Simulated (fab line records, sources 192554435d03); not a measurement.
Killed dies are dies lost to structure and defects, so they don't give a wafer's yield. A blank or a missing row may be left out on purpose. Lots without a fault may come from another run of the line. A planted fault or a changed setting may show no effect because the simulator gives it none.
Chamber matching | flow n5_finfet | N5_BEOL_M0_SAQP_SPACER2_ALD_26 on ald_sin-03: 4 sister chambers
The step deposits SiO2, target thk 15 nm, pulse time 1 s, purge time 2 s. 18 wafers are shown with their chamber, then 9 later ones without.

WAFERS WITH THEIR CHAMBER
wafer  | chamber | heater_power_w (W) | precursor_pulse_height_rel
L074.1 | 1       | 468                | 0.987
L074.2 | 2       | 470                | 0.978
L074.3 | 0       | 497                | 0.983
L074.4 | 3       | 430                | 1.029
L074.5 | 1       | 465                | 0.959
L074.6 | 2       | 463                | 0.988
L077.1 | 3       | 428                | 1.003
L077.2 | 0       | 505                | 1.018
L077.3 | 2       | 467                | 0.983
L077.4 | 1       | 453                | 1.004
L077.5 | 1       | 474                | 1.013
L077.6 | 0       | 493                | 1.028
L083.3 | 0       | 494                | 0.994
L083.5 | 1       | 448                | 1.014
L083.6 | 3       | 423                | 0.994
L085.2 | 2       | 473                | 1.003
L085.4 | 1       | 453                | 1.004
L085.6 | 0       | 510                | 1.002

SIGNATURES (means of the wafers above)
reading                    | chamber 0 | chamber 1 | chamber 2 | chamber 3 | scatter within a chamber
heater_power_w             | 499.80    | 460.17    | 468.25    | 427.00    | 7.68
precursor_pulse_height_rel | 1.00500   | 0.99683   | 0.98800   | 1.00867   | 0.0179
Rule: a wafer's distance from a chamber is the root of the sum, over the readings, of the square of ((its reading less the chamber's mean) divided by the reading's scatter). The wafer belongs to the nearest chamber; if the next one is less than 2 further off, it can't be placed. The scatter: the root of (the sum of the squares of (reading less its chamber's mean) over the shown wafers, divided by (wafers less chambers)).

WAFERS WITHOUT THEIR CHAMBER
wafer  | heater_power_w (W) | precursor_pulse_height_rel
L086.3 | 503                | 0.993
L086.4 | 466                | 0.984
L086.6 | 462                | 0.968
L089.1 | 459                | 0.994
L089.3 | 502                | 1.009
L089.6 | 428                | 1.003
L095.1 | 457                | 0.986
L095.2 | 419                | 1.014
L095.3 | 450                | 0.987

WHICH CHAMBER EACH WENT THROUGH
wafer  | from the rows above          | in truth
L086.3 | 0                            | 0
L086.4 | can't be placed: 2 or 1      | 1
L086.6 | can't be placed: 2 or 1      | 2
L089.1 | can't be placed: 1 or 2      | 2
L089.3 | 0                            | 0
L089.6 | 3                            | 3
L095.1 | can't be placed: 1 or 2      | 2
L095.2 | 3                            | 3
L095.3 | can't be placed: 1 or 2 or 3 | 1
Placed correctly: 4 of 9. Can't be placed from these rows: 5 (the true chamber is among the candidates in 5). Placed wrongly: 0.
